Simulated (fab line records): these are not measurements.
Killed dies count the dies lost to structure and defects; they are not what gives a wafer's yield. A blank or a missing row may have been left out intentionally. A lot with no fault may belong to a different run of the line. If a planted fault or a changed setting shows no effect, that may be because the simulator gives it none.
A struck lot beside a sound one    flow n5_finfet    16 steps out of a route of 1938
Sound: these wafers, L218.1, L218.4, L218.5. Struck: wafer L230.3 (L230.5, L230.6, from the same lot, were not struck and are left out); the cause is given at the end.
At each step with rows: each side's tool, then ch and its chambers, then its first start. Under that, the readings that differ: sound wafers    struck wafers    difference of the means    sigmas: that difference in standard deviations of wafers without a fault.
alike: readings whose means differ by less than 2 such deviations, and words and numbers that are the same on both sides. not compared: withheld readings, readings that some wafer has no value for, bounds like >300 that may hide the same value, and numbers for which the record gives no deviation and whose values overlap.
A row with sigmas, a row that says differs or no value, or rows on one side alone: a step with any of these is where the two part. Numbers that don't overlap but have no deviation are shown without sigmas and don't part them. A reading missing from all wafers of one side parts the sides only when that side holds two or more wafers.

N5_HKMG_FIN_STRIP_60: strips in N2/H2, time 360 s.
  sound on plasma_asher-02 ch 0,1, day 6 17:07; struck on plasma_asher-01 ch 0, day 9 12:37
  alike: drypump_motor_current_A, h2_flow_sccm, heater_power_w
  not compared: rf_hours_counter_h
then, 2 steps without rows for these wafers: N5_HKMG_FIN_WET_ETCH_77 (etches La2O3 in dHCl, stops on HfO2, target depth 2 nm); N5_HKMG_FIN_WET_ETCH_78 (etches Al2O3 in dNH4OH, stops on La2O3, target depth 4.5 nm, rinse time 30 s).
N5_HKMG_FIN_ALD_79: deposits TiN, target thk 1.5 nm, pulse time 1 s, purge time 3 s.
  sound on ald_metal-01 ch 0,2,3, day 6 17:37; struck on ald_metal-03 ch 1, day 9 12:59
  alike: heater_power_w, precursor_pulse_height_rel, susceptor_temp_C
  not compared: since_wet_clean_h
N5_HKMG_FIN_CVD_62: deposits a-Si from Si2H6, target thk 3 nm, time 20.8 s.
  sound on thermal_cvd_si-01 ch 0,1, day 6 17:58; struck on thermal_cvd_si-02 ch 2, day 9 13:20
  alike: heater_power_w
  not compared: since_wet_clean_h
then, 5 steps without rows for these wafers: N5_HKMG_FIN_RTA_80 (time 2 s); N5_HKMG_FIN_PRECLEAN_64 (cleans in dHF, time 30 s); N5_HKMG_FIN_WET_ETCH_65 (etches a-Si in TMAH, stops on TiN, time 49 s, target depth 3 nm); N5_HKMG_FIN_WET_ETCH_81 (etches TiN in SC1, stops on HfO2, time 57 s, target depth 6 nm); N5_HKMG_FIN_WET_ETCH_82 (etches La2O3 in dHCl, stops on HfO2, target depth 2 nm, rinse time 30 s).
N5_HKMG_FIN_ALD_36: deposits TiN, target thk 1 nm, pulse time 1 s, purge time 3 s.
  sound on ald_metal-01 ch 0,1,3, day 6 18:24; struck on ald_metal-03 ch 1, day 9 13:50
reading               sound                 struck  difference  sigmas
susceptor_temp_C (C)  400.08 399.84 400.06  399.59  -0.40       -2
  alike: heater_power_w, precursor_pulse_height_rel
  not compared: since_wet_clean_h
N5_HKMG_FIN_THK_MEAS_70: measures by xrf.
  struck on film_metro-02, day 9 14:07; sound on film_metro-01, day 6 18:41
reading      sound              struck  difference  sigmas
HK_THK (nm)  1.603 1.594 1.593  1.646   +0.049      +2
N5_HKMG_FIN_PWFM_ALD_03: deposits TiN, target thk 2 nm, pulse time 1 s, purge time 3 s.
  sound on ald_metal-04 ch 0,2,3, day 6 18:43; struck on ald_metal-01 ch 3, day 9 14:09
reading               sound                 struck  difference  sigmas
susceptor_temp_C (C)  400.08 400.12 400.23  421.86  +21.72      +99 or more
  alike: heater_power_w, precursor_pulse_height_rel
  not compared: since_wet_clean_h
then, 1 step without rows for these wafers: N5_HKMG_FIN_COAT_29 (time 60 s, resist thk 300 nm).
-- here the record skips 4 days between the struck wafers' starts before and after, leaving off in module HKMG_FIN and picking up in module BEOL_M4 (first step shown: number 1111 of the route) --
N5_BEOL_M4_RC_MEAS_101:
  sound on prober-01 ch 0, day 10 15:53; struck on prober-02 ch 0, day 13 23:31
reading         sound              struck  difference  sigmas
DIBL_N (mV/V)   36.5 38.8 34.3     32.7    -3.8        -2
IOFF_N (nA/um)  0.167 0.199 0.123  0.103   -0.060      -2
ION_N (uA/um)   684 677 672        653     -25         -2
VT_N (mV)       247 247 253        256     +7          +2
  alike: DIBL_P, IOFF_P, ION_P, SS_N, SS_P, VT_P
N5_PASSIVATION_PROBE_49:
  rows exist in the record for the sound wafers here (prober-01, day 15 10:09), none for the struck ones

== WHERE THEY PART ==
Last at N5_PASSIVATION_PROBE_49 as far as this record goes, first at N5_HKMG_FIN_ALD_36.

WHY: the cause the simulator had injected
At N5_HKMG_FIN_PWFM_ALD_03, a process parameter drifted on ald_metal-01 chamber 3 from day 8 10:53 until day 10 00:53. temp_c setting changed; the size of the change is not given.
